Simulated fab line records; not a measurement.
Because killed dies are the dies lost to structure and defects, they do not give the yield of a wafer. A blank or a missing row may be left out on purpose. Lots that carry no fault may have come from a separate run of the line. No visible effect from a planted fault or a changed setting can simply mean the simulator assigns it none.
A lot that was struck, set against a sound lot -- flow n5_finfet -- 37 steps out of a route of 1938
Sound: wafers L388.3, L388.4, L388.6. Struck: wafers L384.1, L384.2, L384.5. At the end, the cause is stated.
For every step that has rows: the tool of each side, followed by ch and its chambers, followed by its first start. Under that, the readings that differ: sound wafers -- struck wafers -- difference of the means -- sigmas: that difference in standard deviations of wafers without a fault.
alike: words and numbers the same on both sides, and readings whose means are apart by under 2 such deviations; not compared: readings that were withheld, readings missing a value for some wafer, numbers with overlapping values and no deviation given by the record, and bounds like >300 which may hide the same value.
Wherever a step has rows on one side only, a row that says differs or no value, or a row with sigmas, the two part there. When numbers do not overlap yet have no deviation, they are printed without sigmas and do not part them. A reading that every wafer of one side lacks parts them only if that side has two wafers or more.

first, 9 steps without rows for these wafers: N5_BEOL_M4_ANNEAL_95 (time 240 s); N5_BEOL_M4_SPUTTER_96 (material Cu, target thk 4.5 nm, time 8.29 s); N5_BEOL_M4_ECD_50 (material Cu, target thk 300 nm); N5_BEOL_M4_ANNEAL_51 (time 90 s); N5_BEOL_M4_CMP_52 (polishes, stops on SiOC, t overpolish 6.8 s, target thk 40 nm); N5_BEOL_M4_PRE_CLEAN_60 (time 15 s); N5_BEOL_M4_CO_CAP_55 (material Co, precursor CCTBA/H2, target thk 2 nm, time 102.1 s); N5_BEOL_M4_PRE_CLEAN_56 (time 15 s); N5_BEOL_M4_DEP_57 (deposits SiCN from 3MS/NH3, target thk 8 nm, time 14 s).
N5_BEOL_M4_RC_MEAS_101:
  sound on prober-02 ch 0, day 13 09:04; struck on prober-02 ch 0, day 12 17:49
  alike: DIBL_N, DIBL_P, IOFF_N, IOFF_P, ION_N, ION_P, SS_N, SS_P, VT_N, VT_P
then, 24 steps without rows for these wafers: N5_BEOL_M5_ILD_DEP_00 (deposits SiCOH lowk from DEMS/porogen, target thk 140.64 nm, time 25.9 s); N5_BEOL_M5_CURE_79 (cures SiCOH lowk, time 240 s); N5_BEOL_M5_PECVD_70 (deposits SiO2 from TEOS/O2, target thk 16 nm, time 18 s); N5_BEOL_M5_HM_DEP_02 (deposits TiN, target thk 20 nm); N5_BEOL_M5_COAT_59 (time 60 s, resist thk 60 nm); N5_BEOL_M5_COAT_60 (time 60 s, resist thk 12 nm); N5_BEOL_M5_COAT_71 (time 60 s, resist thk 5 nm); N5_BEOL_M5_COAT_05 (resist thk 30 nm); N5_BEOL_M5_EBR_07; N5_BEOL_M5_SOFTBAKE_06 (time 60 s); N5_BEOL_M5_EXPOSE_08 (exposes mask M5, target cd 28 nm); N5_BEOL_M5_PEB_09 (peb time 60 s); N5_BEOL_M5_DEVELOP_10 (develop time 30 s); N5_BEOL_M5_DESCUM_16 (chemistry O2, time 7 s); N5_BEOL_M5_ETCH_72 (etches underlayer in N2/H2, target depth 6.5 nm, time 5.2 s); N5_BEOL_M5_ETCH_61 (etches SiARC in CF4, target depth 15.6 nm, time 26 s); N5_BEOL_M5_ETCH_62 (etches SOC in N2/H2, target depth 75 nm, overetch 15 nm, time 112.5 s); N5_BEOL_M5_STRIP_63 (strips in N2/H2); N5_BEOL_M5_STRIP_73 (strips in N2/H2); N5_BEOL_M5_STRIP_64 (strips in CF4); N5_BEOL_M5_HM_OPEN_17 (chemistry Cl2/BCl3, target TiN, target depth 20 nm, overetch 6 nm); N5_BEOL_M5_STRIP_19 (strips in O2); N5_BEOL_M5_COAT_65 (time 60 s, resist thk 60 nm); N5_BEOL_M5_COAT_66 (time 60 s, resist thk 12 nm).
-- record jumps: 2 days separate the struck wafers' starts on either side; left off in module BEOL_M5, taken up again in module BEOL_M11, whose first shown step is the route's number 1536 --
N5_BEOL_M11_ILD_DEP_00: deposits SiCOH lowk from DEMS/porogen, target thk 308.51 nm, time 58 s.
  sound on pecvd-04 ch 0,1,2, day 15 18:34; struck on pecvd-04 ch 1,2, day 15 00:40
  no value came back on the struck wafers for any of 5 readings (chamber_pressure_Torr (Torr), heater_power_outer_w (W) and others); on the sound wafers chamber_pressure_Torr (Torr) reads 5.012 4.995 5.007
N5_BEOL_M11_OCD_MEAS_38:
  struck on ocd-02, day 15 05:51; sound on ocd-02, day 16 02:43
reading,sound,struck,difference,sigmas
trench_depth_nm (nm),145.5 145.4 147.0,- - -,no value on the struck wafers,
N5_PASSIVATION_PROBE_49:
  struck on prober-02, day 17 04:59; sound on prober-02, day 17 20:28
reading,sound,struck,difference,sigmas
defect_limited_yield (%),91.4 92.0 90.2,0 0 0,-91,-61
killed_at_M0_to_M3,30 34 43,4 9 5,-30,-3
killed_at_M4_up,11 10 10,1157 1153 1164,+1148,+99 or more
killed_at_other,4 4 20,1 1 0,-9,-3
killed_dies,102 94 116,1180 1180 1180,+1076,+63
killed_on_rim,21 7 20,152 152 152,+136,+33
killed_open,60 61 73,18 20 10,-49,-4
killed_short,38 32 41,8 8 8,-29,-4
sort_bin_5_function (%),5.2 4.4 5.1,72.5 73.3 75.2,+68.8,+73
sort_n_pass,1078 1086 1064,0 0 0,-1076,-63
sort_yield_pct (%),91.4 92.0 90.2,0 0 0,-91,-61
  alike: killed_at_contacts, killed_at_front_end, sort_bin_6_memory

== WHERE THEY PART ==
First at N5_BEOL_M11_ILD_DEP_00; last, within this record, at N5_PASSIVATION_PROBE_49.

WHY: the cause the simulator had injected
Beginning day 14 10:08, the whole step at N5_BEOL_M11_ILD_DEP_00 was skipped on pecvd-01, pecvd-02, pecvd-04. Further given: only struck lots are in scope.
